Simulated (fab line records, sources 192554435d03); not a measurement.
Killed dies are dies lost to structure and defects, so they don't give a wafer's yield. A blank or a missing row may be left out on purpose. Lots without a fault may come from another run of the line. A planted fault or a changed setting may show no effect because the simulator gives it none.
fab line records | flow n5_finfet
record lots=24 wafers=72 last_day=20
route steps=1938 shown HKMG_FIN@441 GATE_CUT@470
lots that met no fault: from a run of the same line without faults
start_h: hours from the record's first day to the start of the lot's first wafer shown | wait_h: hours since the lot's step before | " the same as in the row above | L1.1+2: a row that stands for several wafers | - no value, or no start given | * or withheld: withheld | < > ~ a bound
route shown NAME@n: a module of which the file shows steps, and the number in the route of the first | usual: mean/standard deviation of fault-free wafers | same: alike in all rows | chamber/n: place in a boat | sites: the reading at each site | _std_site: their standard deviation | _edge_site: outer sites' mean less inner sites' | radius_mm: how far each site lies from the wafer's centre | mask NAME#n: copy n | behind: the tool/chamber that last shaped the wafer | hold: why the lot was held/for how many hours/how that ended | device: the transistor (n, p or np) that didn't switch | end of line: the same wafers' tests at the end of the route | a step without rows: its recipe alone | killed: dies lost to structure and defects at the first sort, not the wafer's yield | map: a wafer's dies, x killed, . not, _ none there
set.NAME: the setting as run; set.NAME@STEP: as run at that earlier step | model.NAME: the simulator's own value behind a step, which no gauge read
steps of the route over a sample of lots; a table a step, a row a wafer
services: from which hour (start_h, from the record's first day; less than 0 if before it) a tool's chamber was out of use, for how many hours, and why
## steps
# step N5_HKMG_FIN_STRIP_19
# recipe chemistry=N2/H2 power_w=2500 temp_c=300 h2_frac=0.65 time_s=360 pressure_mtorr=withheld n2_flow_sccm=1750 h2_flow_sccm=3250
# usual drypump_motor_current_A=5.6/0.56 heater_power_w=453/31
# same time_s=360
# columns lot.wafer tool chamber start_h wait_h drypump_motor_current_A heater_power_w rf_hours_counter_h
L074.1 plasma_asher-01 1 73.69 0.0 6.3 402 85
L074.5 " 1 " " 6.3 410 -
L074.6 " 0 " " 5.5 461 -
L075.3 plasma_asher-01 0 81.91 0.1 5.6 461 -
L075.4 " 1 " " 6.3 411 -
L075.6 " 0 " " 5.5 463 -
L076.1 plasma_asher-01 0 87.12 0.0 5.5 463 88
L076.5 " 1 " " 6.2 417 -
L076.6 " 0 " " 5.6 461 -
L077.2 plasma_asher-01 1 93.99 0.0 6.2 407 89
L077.3 " 1 " " 6.3 407 -
L077.6 " 1 " " 6.2 423 -
L078.1 plasma_asher-01 1 103.33 0.0 6.3 416 91
L078.2 " 0 " " 5.5 459 91
L078.4 " 0 " " 5.5 455 -
L079.4 plasma_asher-02 1 106.36 0.1 4.6 505 -
L079.5 " 1 " " 4.6 499 -
L079.6 " 0 " " 5.6 464 -
L080.1 plasma_asher-02 1 110.59 0.0 4.6 497 42
L080.5 " 1 " " 4.6 494 -
L080.6 " 0 " " 5.6 454 -
L081.2 plasma_asher-01 0 116.89 0.0 5.5 443 94
L081.5 " 0 " " 5.5 457 -
L081.6 " 1 " " 6.3 421 -
L082.4 plasma_asher-02 1 125.85 0.1 4.6 494 -
L082.5 " 0 " " 5.6 458 -
L082.6 " 1 " " 4.6 505 -
L083.1 plasma_asher-01 1 131.27 0.0 6.2 423 96
L083.4 " 0 " " 5.5 463 -
L083.5 " 1 " " 6.3 405 -
L084.2 plasma_asher-01 1 140.48 0.0 6.3 413 98
L084.3 " 0 " " 5.5 450 -
L084.6 " 1 " " 6.3 415 -
L085.1 plasma_asher-02 1 143.07 0.0 4.6 491 48
L085.4 " 1 " " 4.6 494 -
L085.5 " 0 " " 5.6 461 -
L087.1 plasma_asher-01 1 158.82 0.0 6.2 418 101
L087.2 " 0 " " 5.6 452 101
L087.3 " 1 " " 6.2 412 -
L086.3 plasma_asher-02 1 159.41 0.1 4.6 494 -
L086.4 " 0 " " 5.6 460 -
L086.5 " 1 " " 4.6 497 -
L088.3 plasma_asher-01 1 161.89 0.1 6.3 423 -
L088.4 " 0 " " 5.5 451 -
L088.5 " 0 " " 5.5 471 -
L089.3 plasma_asher-01 1 170.64 0.1 6.3 410 -
L089.5 " 1 " " 6.3 420 -
L089.6 " 0 " " 5.5 459 -
L090.1 plasma_asher-01 1 171.47 0.0 6.2 412 104
L090.4 " 1 " " 6.2 412 -
L090.5 " 0 " " 5.5 447 -
L091.2 plasma_asher-01 0 176.01 0.0 5.6 456 105
L091.3 " 0 " " 5.5 454 -
L091.4 " 1 " " 6.2 412 -
L092.2 plasma_asher-01 1 185.94 0.0 6.3 414 106
L092.5 " 1 " " 6.3 420 -
L092.6 " 0 " " 5.5 455 -
L093.1 plasma_asher-02 1 195.05 0.0 4.6 496 58
L093.3 " 1 " " 4.6 500 -
L093.4 " 0 " " 5.6 465 -
L094.1 plasma_asher-01 1 200.79 0.0 6.3 402 109
L094.4 " 0 " " 5.6 438 -
L094.6 " 1 " " 6.3 423 -
L095.1 plasma_asher-02 0 205.26 0.0 5.6 459 59
L095.4 " 0 " " 5.6 459 -
L095.6 " 1 " " 4.6 493 -
L096.3 plasma_asher-02 1 207.98 0.1 4.6 493 -
L096.4 " 0 " " 5.6 473 -
L096.5 " 1 " " 4.6 514 -
L097.3 plasma_asher-02 0 218.47 0.1 5.6 461 -
L097.4 " 1 " " 4.6 506 -
L097.6 " 0 " " 5.6 459 -
# step N5_HKMG_FIN_STRIP_69
# recipe chemistry=N2/H2 power_w=2500 temp_c=300 h2_frac=0.65 time_s=360 pressure_mtorr=withheld n2_flow_sccm=1750 h2_flow_sccm=3250
# usual drypump_motor_current_A=5.5/0.59 heater_power_w=458/33
# same time_s=360
# columns lot.wafer tool chamber start_h wait_h drypump_motor_current_A heater_power_w rf_hours_counter_h
L074.1 plasma_asher-01 0 75.84 0.1 5.5 466 85
L074.5 " 1 " " 6.3 413 -
L074.6 " 0 " " 5.6 457 -
L075.3 plasma_asher-02 1 84.36 0.3 4.6 487 -
L075.4 " 0 " " 5.6 471 -
L075.6 " 0 " " 5.6 467 -
L076.1 plasma_asher-01 0 89.40 0.2 5.5 456 88
L076.5 " 0 " " 5.6 464 -
L076.6 " 1 " " 6.2 412 -
L077.2 plasma_asher-01 0 96.31 0.2 5.6 454 90
L077.3 " 0 " " 5.5 455 -
L077.6 " 1 " " 6.3 413 -
L078.1 plasma_asher-01 0 105.49 0.1 5.5 446 91
L078.2 " 1 " " 6.3 418 91
L078.4 " 1 " " 6.3 410 -
L079.4 plasma_asher-02 0 108.52 0.2 5.6 475 -
L079.5 " 0 " " 5.6 468 -
L079.6 " 1 " " 4.6 518 -
L080.1 plasma_asher-01 0 113.00 0.1 5.6 457 93
L080.5 " 0 " " 5.6 453 -
L080.6 " 1 " " 6.3 409 -
L081.2 plasma_asher-02 1 119.17 0.1 4.6 502 44
L081.5 " 0 " " 5.6 457 -
L081.6 " 1 " " 4.6 507 -
L082.4 plasma_asher-02 1 128.28 0.2 4.6 492 -
L082.5 " 0 " " 5.6 460 -
L082.6 " 1 " " 4.6 505 -
L083.1 plasma_asher-01 0 133.43 0.1 5.5 450 96
L083.4 " 1 " " 6.3 411 -
L083.5 " 0 " " 5.5 451 -
L084.2 plasma_asher-01 1 142.65 0.1 6.3 399 98
L084.3 " 0 " " 5.5 458 -
L084.6 " 1 " " 6.3 409 -
L085.1 plasma_asher-02 1 145.24 0.1 4.6 502 49
L085.4 " 1 " " 4.6 500 -
L085.5 " 0 " " 5.6 478 -
L087.1 plasma_asher-01 0 160.97 0.1 5.6 446 102
L087.2 " 1 " " 6.3 410 102
L087.3 " 0 " " 5.5 454 -
L086.3 plasma_asher-02 1 161.59 0.2 4.6 501 -
L086.4 " 0 " " 5.6 460 -
L086.5 " 0 " " 5.6 464 -
L088.3 plasma_asher-02 0 164.10 0.2 5.6 456 -
L088.4 " 1 " " 4.6 503 -
L088.5 " 0 " " 5.6 460 -
L089.3 plasma_asher-02 1 173.03 0.2 4.6 503 -
L089.5 " 1 " " 4.6 505 -
L089.6 " 0 " " 5.6 463 -
L090.1 plasma_asher-02 0 173.75 0.1 5.6 456 55
L090.4 " 0 " " 5.6 462 -
L090.5 " 0 " " 5.6 448 -
L091.2 plasma_asher-01 1 178.27 0.1 6.3 408 105
L091.3 " 1 " " 6.3 402 -
L091.4 " 0 " " 5.6 452 -
L092.2 plasma_asher-02 0 188.15 0.1 5.6 465 57
L092.5 " 1 " " 4.6 507 -
L092.6 " 0 " " 5.6 470 -
L093.1 plasma_asher-02 1 197.22 0.1 4.6 508 58
L093.3 " 1 " " 4.6 493 -
L093.4 " 0 " " 5.6 468 -
L094.1 plasma_asher-01 0 203.07 0.2 5.6 456 110
L094.4 " 0 " " 5.6 456 -
L094.6 " 1 " " 6.3 417 -
L095.1 plasma_asher-01 1 207.41 0.1 6.2 408 111
L095.4 " 0 " " 5.5 460 -
L095.6 " 0 " " 5.6 466 -
L096.3 plasma_asher-02 1 210.13 0.2 4.6 490 -
L096.4 " 0 " " 5.6 459 -
L096.5 " 1 " " 4.6 505 -
L097.3 plasma_asher-01 0 220.82 0.2 5.5 452 -
L097.4 " 1 " " 6.3 409 -
L097.6 " 1 " " 6.3 412 -
# step N5_HKMG_FIN_ALD_21
# recipe material=TiN target_thk_a=15 temp_c=400 ald_precursor_family=TiCl4 ald_co_reactant=NH3 pulse_time_s=1 purge_time_s=3 co_reactant_purge_time_s=2 co_reactant_pulse_time_s=2 ald_cycles=68 pressure_torr=3
# usual heater_power_w=879/100 precursor_pulse_height_rel=1.001/0.02
# columns lot.wafer tool chamber start_h wait_h heater_power_w precursor_pulse_height_rel since_wet_clean_h
L074.1 ald_metal-01 3 76.23 0.3 852 0.990 2816
L074.5 " 1 " " 877 1.008 -
L074.6 " 2 " " 857 0.969 -
L075.3 ald_metal-02 0 84.63 0.1 833 0.995 1286
L075.4 " 2 " " 869 0.993 1286
L075.6 " 0 " " 840 1.027 -
L076.1 ald_metal-03 0 89.78 0.3 1028 0.975 4368
L076.5 " 0 " " 1029 0.984 -
L076.6 " 3 " " 790 1.014 -
L077.2 ald_metal-01 0 96.69 0.3 937 1.013 2837
L077.3 " 3 " " 859 0.985 2837
L077.6 " 0 " " 973 1.008 -
L078.1 ald_metal-01 2 105.87 0.3 847 0.996 2846
L078.2 " 3 " " 863 0.983 2846
L078.4 " 0 " " 929 1.037 2846
L079.4 ald_metal-03 1 108.78 0.1 910 0.980 4387
L079.5 " 1 " " 918 0.977 -
L079.6 " 2 " " 655 1.013 -
L080.1 ald_metal-01 3 113.39 0.3 882 1.056 2853
L080.5 " 3 " " 832 0.996 -
L080.6 " 0 " " 968 1.026 -
L081.2 ald_metal-01 1 119.55 0.3 895 0.986 2859
L081.5 " 2 " " 860 1.011 -
L081.6 " 1 " " 875 1.018 -
L082.4 ald_metal-01 1 128.72 0.3 898 0.992 -
L082.5 " 2 " " 849 0.991 -
L082.6 " 0 " " 982 0.993 -
L083.1 ald_metal-02 2 133.81 0.3 897 0.994 1335
L083.4 " 3 " " 942 0.998 1335
L083.5 " 1 " " 1017 0.996 -
L084.2 ald_metal-03 1 143.03 0.3 933 1.008 4421
L084.3 " 2 " " 649 0.985 4421
L084.6 " 2 " " 652 0.970 -
L085.1 ald_metal-03 1 145.62 0.3 916 0.972 4424
L085.4 " 0 " " 1015 0.987 -
L085.5 " 2 " " 649 0.998 -
L087.1 ald_metal-02 1 161.36 0.3 1032 0.966 1363
L087.2 " 0 " " 854 1.023 1363
L087.3 " 3 " " 971 0.995 1363
L086.3 ald_metal-03 2 161.85 0.1 651 1.003 4440
L086.4 " 3 " " 796 0.961 4440
L086.5 " 2 " " 648 1.006 -
L088.3 ald_metal-01 3 164.38 0.2 870 1.014 2904
L088.4 " 0 " " 964 1.018 2904
L088.5 " 0 " " 953 1.019 -
L089.3 ald_metal-01 2 173.29 0.1 831 1.001 2913
L089.5 " 0 " " 951 0.979 -
L089.6 " 1 " " 879 0.998 -
L090.1 ald_metal-01 1 174.14 0.3 899 1.015 2914
L090.4 " 0 " " 946 0.998 2914
L090.5 " 2 " " 870 0.964 -
L091.2 ald_metal-03 3 178.65 0.3 797 1.031 4457
L091.3 " 1 " " 917 1.028 4457
L091.4 " 2 " " 657 0.974 4457
L092.2 ald_metal-03 0 188.54 0.3 1029 1.000 4467
L092.5 " 2 " " 648 1.014 -
L092.6 " 1 " " 920 0.998 -
L093.1 ald_metal-03 2 197.60 0.3 656 0.986 4476
L093.3 " 0 " " 1047 0.994 4476
L093.4 " 3 " " 792 1.006 4476
L094.1 ald_metal-01 1 203.45 0.3 850 1.004 2943
L094.4 " 0 " " 939 0.985 2943
L094.6 " 1 " " 886 1.017 -
L095.1 ald_metal-01 1 207.79 0.3 864 0.990 2948
L095.4 " 3 " " 883 1.003 2948
L095.6 " 2 " " 856 0.991 -
L096.3 ald_metal-03 2 210.39 0.1 666 0.993 4489
L096.4 " 2 " " 649 1.008 -
L096.5 " 0 " " 1038 0.976 -
L097.3 ald_metal-02 0 221.08 0.1 841 0.993 1422
L097.4 " 3 " " 990 1.026 1422
L097.6 " 0 " " 837 1.000 -
# step N5_GATE_CUT_STRIP_59
# recipe chemistry=N2/H2 time_s=20 power_w=100 temp_c=40 pressure_mtorr=100 rf_frequency_hz=6e+07 bias_power_w=3 n2_flow_sccm=300 h2_flow_sccm=300
# usual drypump_motor_current_A=5.9/0.37 oes_product_au=0.80/0.086 rf_vpp_V=45.2/0.78 showerhead_plenum_p_Torr=3.37/0.12 throttle_valve_pct=12.22/0.28
# same time_s=20
# columns lot.wafer tool chamber start_h wait_h drypump_motor_current_A oes_product_au rf_hours_counter_h rf_vpp_V showerhead_plenum_p_Torr throttle_valve_pct
L074.1 rie_diel-04 1 77.90 0.1 6.4 0.72 216 45.2 3.47 12.72
L074.5 " 0 " " 5.7 0.78 - 45.5 3.39 12.03
L074.6 " 3 " " 5.2 0.98 - 47.6 3.46 12.01
L075.3 rie_diel-01 1 86.30 0.1 6.1 0.82 82 45.3 3.29 12.16
L075.4 " 3 " " 6.3 0.82 123 44.7 3.54 12.39
L075.6 " 0 " " 6.1 0.83 - 43.3 3.16 12.33
L076.1 rie_diel-04 0 91.65 0.1 5.7 0.77 123 44.6 3.39 12.04
L076.5 " 0 " " 5.7 0.77 - 44.0 3.39 12.05
L076.6 " 1 " " 6.3 0.71 - 45.2 3.46 12.73
L077.2 rie_diel-04 3 98.64 0.1 5.2 0.94 13 45.8 3.46 12.04
L077.3 " 0 " " 5.7 0.77 126 45.7 3.39 12.05
L077.6 " 0 " " 5.7 0.77 - 43.8 3.39 12.04
L078.1 rie_diel-01 2 107.82 0.1 6.1 0.70 232 45.3 3.48 12.46
L078.2 " 0 " " 6.1 0.83 76 45.6 3.16 12.33
L078.4 " 1 " " 6.1 0.81 88 45.4 3.29 12.16
L079.4 rie_diel-01 0 110.45 0.1 6.1 0.83 77 45.1 3.16 12.34
L079.5 " 2 " " 6.1 0.69 - 45.8 3.48 12.48
L079.6 " 3 " " 6.3 0.81 - 46.3 3.54 12.42
L080.1 rie_diel-06 3 115.06 0.1 6.3 0.81 100 45.7 3.13 11.86
L080.5 " 2 " " 5.3 0.67 - 44.9 3.47 12.27
L080.6 " 1 " " 5.8 0.70 - 44.9 3.47 12.15
L081.2 rie_diel-04 2 121.22 0.1 5.9 0.95 4 44.9 3.32 11.92
L081.5 " 0 " " 5.7 0.76 - 44.9 3.38 12.08
L081.6 " 1 " " 6.3 0.71 - 45.6 3.46 12.76
L082.4 rie_diel-01 1 130.22 0.1 6.1 0.82 94 44.2 3.28 12.18
L082.5 " 3 " " 6.4 0.81 - 44.7 3.53 12.41
L082.6 " 2 " " 6.1 0.70 - 45.0 3.48 12.47
L083.1 rie_diel-01 3 136.01 0.1 6.4 0.79 138 45.9 3.53 12.43
L083.4 " 1 " " 6.1 0.80 96 45.1 3.28 12.21
L083.5 " 0 " " 6.1 0.81 - 43.0 3.16 12.36
L084.2 rie_diel-06 0 144.70 0.1 5.9 0.95 2 43.8 3.32 11.53
L084.3 " 1 " " 5.7 0.69 214 46.2 3.47 12.20
L084.6 " 1 " " 5.7 0.70 - 44.8 3.47 12.19
L085.1 rie_diel-06 2 147.35 0.1 5.2 0.66 238 44.7 3.47 12.30
L085.4 " 0 " " 5.9 0.95 3 46.1 3.32 11.54
L085.5 " 3 " " 6.4 0.79 - 46.5 3.12 11.86
L087.1 rie_diel-04 1 163.25 0.1 6.3 0.70 246 44.9 3.45 12.79
L087.2 " 2 " " 5.9 0.93 15 45.5 3.31 11.95
L087.3 " 3 " " 5.2 0.90 32 44.0 3.45 12.08
L086.3 rie_diel-06 0 163.74 0.1 5.9 0.92 8 44.5 3.31 11.55
L086.4 " 3 " " 6.3 0.79 114 45.4 3.12 11.89
L086.5 " 2 " " 5.2 0.66 - 45.4 3.47 12.31
L088.3 rie_diel-04 0 166.13 0.1 5.7 0.75 147 44.9 3.38 12.10
L088.4 " 2 " " 5.9 0.91 16 45.9 3.31 11.97
L088.5 " 3 " " 5.3 0.89 - 45.4 3.45 12.08
L089.3 rie_diel-04 0 175.02 0.1 5.7 0.74 149 45.7 3.37 12.11
L089.5 " 0 " " 5.7 0.74 - 45.9 3.37 12.13
L089.6 " 1 " " 6.4 0.69 - 45.4 3.45 12.80
L090.1 rie_diel-04 3 175.82 0.1 5.3 0.89 36 45.2 3.44 12.10
L090.4 " 1 " " 6.3 0.70 250 45.8 3.45 12.78
L090.5 " 1 " " 6.3 0.70 - 46.0 3.45 12.79
L091.2 rie_diel-01 3 180.35 0.1 6.4 0.78 152 46.3 3.52 12.47
L091.3 " 1 " " 6.1 0.78 110 45.3 3.27 12.22
L091.4 " 3 " " 6.3 0.78 - 43.5 3.53 12.47
L092.2 rie_diel-01 1 190.47 0.1 6.1 0.79 114 44.9 3.27 12.26
L092.5 " 1 " " 6.2 0.78 - 45.1 3.27 12.24
L092.6 " 3 " " 6.4 0.78 - 46.3 3.52 12.47
L093.1 rie_diel-01 1 199.27 0.1 6.1 0.79 116 45.6 3.27 12.24
L093.3 " 3 " " 6.3 0.78 158 45.4 3.52 12.47
L093.4 " 0 " " 6.1 0.80 105 44.7 3.15 12.41
L094.1 rie_diel-04 2 205.27 0.1 5.9 0.90 29 45.1 3.30 11.98
L094.4 " 2 " " 5.9 0.88 - 45.0 3.30 11.98
L094.6 " 3 " " 5.2 0.88 - 45.7 3.44 12.11
L095.1 rie_diel-01 1 209.81 0.1 6.2 0.79 120 44.9 3.27 12.26
L095.4 " 2 " " 6.1 0.94 6 44.7 3.47 11.89
L095.6 " 3 " " 6.4 0.78 - 47.0 3.52 12.50
L096.3 rie_diel-04 3 212.34 0.1 5.2 0.87 48 46.1 3.44 12.11
L096.4 " 1 " " 6.4 0.99 0 44.7 3.45 12.13
L096.5 " 2 " " 5.9 0.88 - 44.8 3.30 12.00
L097.3 rie_diel-06 1 222.83 0.1 5.8 0.68 237 45.5 3.46 12.25
L097.4 " 3 " " 6.3 0.77 - 44.2 3.11 11.92
L097.6 " 1 " " 5.8 0.68 - 46.0 3.45 12.28
# step N5_GATE_CUT_PECVD_57
# recipe material=SiNx target_thk_a=210 temp_c=400 precursor=SiH4/NH3/N2 pressure_torr=1.5 rf_w=300
# usual heater_power_w=855/91 rf_fwd_power_W=297.4/1.1 showerhead_plenum_p_Torr=5.10/0.072 throttle_valve_pct=39.1/1.5
# columns lot.wafer tool chamber start_h wait_h heater_power_w rf_fwd_power_W showerhead_plenum_p_Torr since_wet_clean_h throttle_valve_pct
L074.1 pecvd-03 0 80.30 1.1 993 297.8 5.14 1147 40.7
L074.5 " 0 " " 958 298.4 5.14 - 41.0
L074.6 " 2 " " 815 297.5 4.94 - 38.8
L075.3 pecvd-02 1 88.71 1.1 873 297.1 5.20 1699 39.1
L075.4 " 2 " " 853 298.2 5.17 - 35.9
L075.6 " 1 " " 885 295.9 5.19 - 38.9
L076.1 pecvd-02 0 94.34 1.1 726 296.2 5.10 979 37.3
L076.5 " 2 " " 873 298.4 5.19 - 36.0
L076.6 " 0 " " 737 296.3 5.11 - 37.2
L077.2 pecvd-04 2 102.24 1.1 694 296.8 5.11 52 36.5
L077.3 " 0 " " 878 298.8 5.11 806 40.3
L077.6 " 0 " " 869 299.0 5.11 - 40.2
L078.1 pecvd-03 2 110.92 1.1 885 297.7 4.95 423 38.8
L078.2 " 1 " " 902 296.7 5.10 1902 39.6
L078.4 " 1 " " 874 296.6 5.09 - 39.8
L079.4 pecvd-03 1 112.89 1.1 800 297.0 5.10 - 39.6
L079.5 " 2 " " 842 298.2 4.95 - 39.0
L079.6 " 1 " " 815 296.6 5.09 - 39.5
L080.1 pecvd-04 0 117.68 1.1 777 298.0 5.11 822 40.3
L080.5 " 0 " " 786 298.2 5.11 - 40.1
L080.6 " 1 " " 1011 295.5 5.10 - 39.8
L081.2 pecvd-02 2 123.63 1.1 894 300.1 5.19 255 35.9
L081.5 " 1 " " 988 298.0 5.21 - 39.4
L081.6 " 2 " " 921 298.7 5.19 - 36.1
L082.4 pecvd-02 2 132.65 1.1 720 299.2 5.19 - 36.1
L082.5 " 0 " " 658 295.6 5.10 - 37.1
L082.6 " 1 " " 854 299.6 5.21 - 39.1
L083.1 pecvd-03 0 138.42 1.1 833 296.7 5.16 1205 40.9
L083.4 " 0 " " 865 298.7 5.15 - 40.7
L083.5 " 2 " " 841 297.9 4.95 - 39.0
L084.2 pecvd-03 0 147.11 1.1 962 297.2 5.15 1213 40.9
L084.3 " 1 " " 841 296.5 5.11 1938 39.6
L084.6 " 1 " " 847 297.4 5.11 - 39.5
L085.1 pecvd-04 2 149.76 1.1 812 298.6 5.12 100 36.8
L085.4 " 1 " " 966 295.3 5.09 - 39.3
L085.5 " 2 " " 788 296.7 5.12 - 37.0
L087.1 pecvd-04 2 165.68 1.1 799 297.2 5.10 116 37.1
L087.2 " 0 " " 895 299.4 5.11 870 40.7
L087.3 " 1 " " 1016 297.1 5.10 1595 39.9
L086.3 pecvd-03 2 167.85 1.1 793 297.5 4.94 480 38.9
L086.4 " 0 " " 1010 297.2 5.15 - 40.9
L086.5 " 1 " " 819 295.9 5.10 - 39.6
L088.3 pecvd-04 1 168.54 1.1 876 295.3 5.10 1597 39.7
L088.4 " 0 " " 783 299.3 5.12 - 40.7
L088.5 " 2 " " 672 297.3 5.13 - 36.8
L089.3 pecvd-03 0 177.43 1.1 977 296.7 5.15 1244 41.0
L089.5 " 2 " " 799 298.3 4.94 - 38.9
L089.6 " 1 " " 867 296.7 5.11 - 39.8
L090.1 pecvd-04 2 178.23 1.1 804 297.1 5.11 128 36.9
L090.4 " 2 " " 798 297.4 5.12 - 37.0
L090.5 " 1 " " 1022 296.3 5.10 - 39.7
L091.2 pecvd-03 0 184.23 1.1 836 296.8 5.15 1251 40.6
L091.3 " 1 " " 786 299.2 5.10 1976 39.9
L091.4 " 2 " " 710 297.5 4.95 - 39.2
L092.2 pecvd-04 1 194.65 1.1 861 296.5 5.09 1624 39.8
L092.5 " 1 " " 872 296.4 5.10 - 39.8
L092.6 " 0 " " 914 298.5 5.11 - 40.5
L093.1 pecvd-04 1 201.68 1.1 956 295.9 5.12 1631 39.6
L093.3 " 0 " " 829 297.7 5.11 906 40.7
L093.4 " 0 " " 848 298.6 5.11 - 40.7
L094.1 pecvd-04 2 207.68 1.1 750 298.9 5.12 158 37.0
L094.4 " 0 " " 802 297.7 5.12 - 41.0
L094.6 " 2 " " 726 298.0 5.11 - 37.0
L095.1 pecvd-03 2 212.22 1.1 825 298.7 4.94 525 39.1
L095.4 " 0 " " 960 298.2 5.15 - 40.9
L095.6 " 1 " " 919 296.2 5.09 - 39.8
L096.3 pecvd-03 0 214.75 1.1 927 299.3 5.15 1281 40.8
L096.4 " 0 " " 929 299.2 5.15 - 40.9
L096.5 " 2 " " 840 299.0 4.95 - 39.3
L097.3 pecvd-04 0 225.24 1.1 863 297.4 5.12 929 40.7
L097.4 " 0 " " 848 297.2 5.11 - 40.9
L097.6 " 2 " " 770 297.7 5.12 - 37.1
# step N5_GATE_CUT_CMP_02
# recipe stop_on=SiO2 t_overpolish_s=12.7 post_cmp_clean=alkaline_brush down_force_psi=2.5 platen_rpm=51.8 pad_velocity_m_s=1.0307 target_thk_nm=0
# usual motor_current_A=9.2/1 overpolish_run_s=12.701/0.0093 platen_rpm=51.80/0.036 time_to_endpoint_s=26.2/2.9
# columns lot.wafer tool chamber start_h wait_h motor_current_A overpolish_run_s platen_rpm time_to_endpoint_s
L074.1 cmp-04 0 80.42 0.1 9.8 12.694 51.79 27.0
L074.5 " 3 " " 7.4 12.696 51.74 24.5
L074.6 " 0 " " 9.8 12.700 51.72 25.3
L075.3 cmp-04 1 88.78 0.1 8.1 12.682 51.88 28.4
L075.4 " 0 " " 9.9 12.704 51.84 25.6
L075.6 " 2 " " 8.3 12.686 51.83 31.4
L076.1 cmp-04 3 94.52 0.2 7.0 12.714 51.86 23.0
L076.6 " 1 " " 8.5 12.706 51.85 26.2
L076.5 " 2 " " 8.6 12.689 51.76 28.7
L077.3 cmp-04 2 102.39 0.1 7.8 12.700 51.82 30.2
L077.2 " 3 " " 7.5 12.713 51.82 22.4
L077.6 " 1 " " 8.6 12.710 51.81 25.1
L078.1 cmp-03 2 111.02 0.1 10.4 12.704 51.82 25.1
L078.4 " 3 " " 10.6 12.699 51.81 27.3
L078.2 " 0 " " 8.7 12.693 51.80 25.4
L079.4 cmp-03 0 112.96 0.1 9.2 12.685 51.81 29.6
L079.6 " 0 " " 9.2 12.697 51.79 29.7
L079.5 " 1 " " 8.5 12.706 51.81 32.5
L080.1 cmp-04 1 117.87 0.2 8.2 12.710 51.78 28.1
L080.6 " 2 " " 8.0 12.701 51.77 27.4
L080.5 " 3 " " 7.5 12.688 51.80 26.5
L081.2 cmp-01 1 123.78 0.1 10.4 12.715 51.78 25.2
L081.5 " 3 " " 8.7 12.706 51.78 26.9
L081.6 " 0 " " 10.2 12.696 51.81 28.3
L082.4 cmp-01 3 132.81 0.1 8.4 12.679 51.82 29.7
L082.6 " 0 " " 10.2 12.704 51.82 26.9
L082.5 " 1 " " 9.5 12.703 51.85 27.5
L083.1 cmp-04 0 138.53 0.1 10.4 12.696 51.80 20.1
L083.4 " 1 " " 8.6 12.689 51.82 27.5
L083.5 " 3 " " 6.9 12.713 51.79 23.6
L084.2 cmp-01 2 147.33 0.2 9.7 12.700 51.75 23.5
L084.3 " 3 " " 9.2 12.698 51.78 26.8
L084.6 " 2 " " 9.1 12.699 51.80 26.7
L085.1 cmp-01 1 149.88 0.1 10.0 12.700 51.75 21.9
L085.4 " 3 " " 8.7 12.705 51.79 24.1
L085.5 " 0 " " 10.1 12.710 51.83 23.5
L087.3 cmp-03 2 165.75 0.1 10.6 12.711 51.76 25.2
L087.2 " 3 " " 10.5 12.704 51.83 26.0
L087.1 " 0 " " 9.1 12.689 51.78 25.2
L086.4 cmp-04 1 167.96 0.1 8.4 12.684 51.74 25.9
L086.3 " 3 " " 7.3 12.702 51.70 23.9
L086.5 " 0 " " 10.3 12.700 51.79 24.0
L088.4 cmp-01 0 168.66 0.1 10.3 12.718 51.80 25.1
L088.3 " 1 " " 10.2 12.700 51.77 22.8
L088.5 " 3 " " 9.0 12.687 51.82 21.9
L089.3 cmp-03 3 177.50 0.1 10.7 12.705 51.81 27.5
L089.5 " 3 " " 10.9 12.686 51.82 28.2
L089.6 " 0 " " 9.2 12.701 51.82 29.9
L090.1 cmp-01 1 178.34 0.1 10.2 12.721 51.80 25.7
L090.4 " 3 " " 8.7 12.702 51.80 25.9
L090.5 " 0 " " 9.5 12.704 51.73 25.8
L091.3 cmp-04 3 184.34 0.1 7.5 12.699 51.80 22.6
L091.2 " 0 " " 9.9 12.695 51.84 22.9
L091.4 " 1 " " 8.6 12.694 51.77 26.5
L092.2 cmp-01 3 194.72 0.1 8.5 12.711 51.85 28.0
L092.6 " 3 " " 9.3 12.705 51.85 31.6
L092.5 " 0 " " 10.2 12.701 51.81 29.5
L093.4 cmp-03 3 201.76 0.0 11.0 12.708 51.79 24.1
L093.1 " 0 " " 9.0 12.699 51.77 24.7
L093.3 " 2 " " 10.3 12.700 51.76 26.4
L094.4 cmp-04 0 207.76 0.0 9.8 12.687 51.89 20.4
L094.1 " 3 " " 7.3 12.696 51.86 20.4
L094.6 " 1 " " 8.6 12.704 51.79 24.7
L095.4 cmp-01 0 212.37 0.1 10.3 12.694 51.83 27.8
L095.1 " 1 " " 10.5 12.697 51.84 26.6
L095.6 " 2 " " 9.1 12.724 51.80 29.4
L096.4 cmp-03 0 214.83 0.0 9.1 12.716 51.77 25.3
L096.3 " 3 " " 10.5 12.705 51.79 22.7
L096.5 " 0 " " 9.2 12.684 51.79 24.3
L097.3 cmp-03 2 225.46 0.2 10.4 12.696 51.85 25.1
L097.4 " 0 " " 9.3 12.703 51.83 25.5
L097.6 " 2 " " 10.7 12.709 51.80 23.9
## services
# columns tool chamber start_h hours kind
ald_metal-01 3 71.71 1.6 repair
cmp-01 - 92.26 4.0 pm
cmp-03 - 107.57 1.3 repair
cmp-03 - 115.41 0.8 repair
cmp-04 - 121.36 3.4 repair
ald_metal-01 3 128.17 20.2 repair
cmp-01 - 128.48 2.6 repair
ald_metal-03 3 130.12 25.3 repair
cmp-01 - 143.25 1.3 repair
plasma_asher-02 - 146.01 4.5 repair
ald_metal-01 0 147.01 6.5 repair
pecvd-03 1 147.98 5.6 repair
cmp-04 - 149.67 7.2 pm
rie_diel-04 - 151.51 2.8 pm
cmp-01 - 160.65 5.3 pm
rie_diel-01 0 166.24 2.4 repair
cmp-04 - 173.78 4.8 repair
ald_metal-01 3 184.91 2.5 repair
rie_diel-04 1 188.60 8.5 repair
cmp-01 - 204.02 2.7 repair
pecvd-03 - 204.22 0.9 repair
ald_metal-03 3 208.21 3.4 repair
cmp-04 - 212.56 7.0 repair
pecvd-03 - 224.97 0.7 repair
## key
fault none
